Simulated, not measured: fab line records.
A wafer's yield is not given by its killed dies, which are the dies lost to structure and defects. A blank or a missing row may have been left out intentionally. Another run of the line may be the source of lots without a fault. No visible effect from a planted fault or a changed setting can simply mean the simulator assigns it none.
A struck lot beside a sound one || flow n5_finfet || 21 steps out of a route of 1938
Sound: the wafers L790.1, L790.4, L790.5. Wafers struck: L798.2, L798.5, L798.6. The cause is named last.
At each step with rows: each side's tool, then ch and its chambers, then its first start. Under that, the readings that differ: sound wafers || struck wafers || difference of the means || sigmas: that difference in standard deviations of wafers without a fault.
alike: words and numbers the same on both sides, and readings whose means are apart by under 2 such deviations; not compared: readings that were withheld, readings missing a value for some wafer, numbers with overlapping values and no deviation given by the record, and bounds like >300 which may hide the same value.
Wherever a step has rows on one side only, a row that says differs or no value, or a row with sigmas, the two part there. Non-overlapping numbers with no deviation appear without sigmas and do not part them. A reading that every wafer of one side lacks parts them only if that side has two wafers or more.

first, 8 steps without rows for these wafers: N5_BEOL_M6_DESCUM_16 (chemistry O2, time 7.9 s); N5_BEOL_M6_ETCH_61 (etches SiARC in CF4, target depth 45.5 nm, time 75.8 s); N5_BEOL_M6_ETCH_62 (etches SOC in N2/H2, target depth 110 nm, overetch 22 nm, time 165 s); N5_BEOL_M6_STRIP_68 (strips in N2/H2); N5_BEOL_M6_STRIP_67 (strips in CF4); N5_BEOL_M6_HM_OPEN_17 (chemistry Cl2/BCl3, target TiN, target depth 20 nm, overetch 6 nm); N5_BEOL_M6_STRIP_19 (strips in O2); N5_BEOL_M6_COAT_63 (time 60 s, resist thk 60 nm).
N5_BEOL_M6_COAT_64: time 60 s, resist thk 12 nm.
  sound on litho_track-02 ch 0, day 11 13:10; struck on litho_track-02 ch 0, day 13 06:34
{"reading": "spin_speed_rpm (rpm)", "sound": "1499.6 1499.5 1499.2", "struck": "1725.1 1724.5 1727.1", "difference": "+226.1", "sigmas": "+99 or more"}
{"reading": "model.SiARC_of_BEOL_M6_COAT_64.thk_nm (nm)", "sound": "12 12 12", "struck": "11.2 11.2 11.2", "difference": -0.8, "sigmas": ""}
then, 9 steps without rows for these wafers: N5_BEOL_M6_COAT_71 (time 60 s, resist thk 5 nm); N5_BEOL_M6_COAT_22 (resist thk 30 nm); N5_BEOL_M6_EBR_24; N5_BEOL_M6_SOFTBAKE_23 (time 60 s); N5_BEOL_M6_EXPOSE_25 (exposes mask V5, target cd 40 nm); N5_BEOL_M6_PEB_26 (peb time 60 s); N5_BEOL_M6_DEVELOP_27 (develop time 30 s); N5_BEOL_M6_DESCUM_33 (chemistry O2, time 7 s); N5_BEOL_M6_ETCH_72 (etches underlayer in N2/H2, target depth 6.5 nm, time 5.2 s).
N5_BEOL_M6_ETCH_65: etches SiARC in CF4, target depth 15.6 nm, time 26 s.
  sound on rie_diel-01 ch 0,1,2, day 11 13:36; struck on rie_diel-02 ch 0,1, day 13 07:20
{"reading": "etch_rf_on_time_s (s)", "sound": "26.3 26.1 26.1", "struck": "24.0 24.2 23.6", "difference": -2.2, "sigmas": -3}
{"reading": "model.etch.depth_nm (nm)", "sound": "11.96 11.96 12", "struck": "11.22 11.17 11.17", "difference": -0.79, "sigmas": ""}
  alike: drypump_motor_current_A, oes_product_au, rf_vpp_V, showerhead_plenum_p_Torr, throttle_valve_pct
  not compared: rf_hours_counter_h
N5_BEOL_M6_ETCH_66: etches SOC in N2/H2, target depth 80 nm, overetch 16 nm, time 120 s.
  sound on rie_diel-01 ch 0,1,2, day 11 13:38; struck on rie_diel-02 ch 0,1, day 13 07:22
{"reading": "model.SiARC_of_BEOL_M6_COAT_64.thk_nm (nm)", "sound": "6.6 6.4 6.4", "struck": "5.8 5.8 5.6", "difference": -0.7, "sigmas": ""}
  alike: drypump_motor_current_A, oes_product_au, rf_vpp_V, showerhead_plenum_p_Torr, throttle_valve_pct
  not compared: rf_hours_counter_h
then, 1 step without rows for these wafers: N5_BEOL_M6_STRIP_69 (strips in N2/H2).

== WHERE THEY PART ==
First at N5_BEOL_M6_COAT_64; last, within this record, at N5_BEOL_M6_ETCH_65. Later steps at which nothing parts them and some readings are alike: N5_BEOL_M6_ETCH_66.

WHY: whatever the simulator had introduced
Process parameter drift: litho_track-02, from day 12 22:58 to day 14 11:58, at N5_BEOL_M6_COAT_64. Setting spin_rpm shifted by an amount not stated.
